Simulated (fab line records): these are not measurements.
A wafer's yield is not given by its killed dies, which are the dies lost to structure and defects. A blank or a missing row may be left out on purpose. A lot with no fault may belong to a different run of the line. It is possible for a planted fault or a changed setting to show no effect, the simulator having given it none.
Matching of chambers ; flow n5_finfet ; N5_BEOL_M3_PRE_CLEAN_60 on cvd_co-02 has 3 sister chambers
The step time 15 s. 3 wafers are shown with their chamber, then 11 later ones without.

EACH WAFER AND ITS CHAMBER
wafer;chamber;heater_power_w (W)
L085.3;0;90
L086.4;1;130
L088.3;2;115

WAFERS WITH NO CHAMBER GIVEN
wafer;heater_power_w (W)
L088.5;88
L088.6;138
L093.1;138
L093.5;115
L093.6;91
L092.1;112
L092.4;133
L092.6;114
L094.2;117
L094.3;89
L094.4;131

THE CHAMBER EACH PASSED THROUGH
wafer;from the rows above;in truth
L088.5;0;0
L088.6;1;1
L093.1;1;1
L093.5;2;2
L093.6;0;0
L092.1;2;2
L092.4;1;1
L092.6;2;2
L094.2;2;2
L094.3;0;0
L094.4;1;1
Correct placement for 11 of the 11. Left unplaced by these rows: 0. Wrongly placed: 0.
How it was worked out, from the rows above alone: a wafer's distance from a chamber is the root of the sum, over the readings, of the square of ((its reading less the chamber's mean) divided by the reading's scatter). If the next closest chamber is less than 2 further off than the closest, the wafer can't be placed; otherwise it belongs to the closest. The mean given for a chamber averages the wafers shown for that chamber. The scatter: with one shown wafer a chamber, the root of the mean of the squares of how far each hidden wafer lies from its nearest shown one.
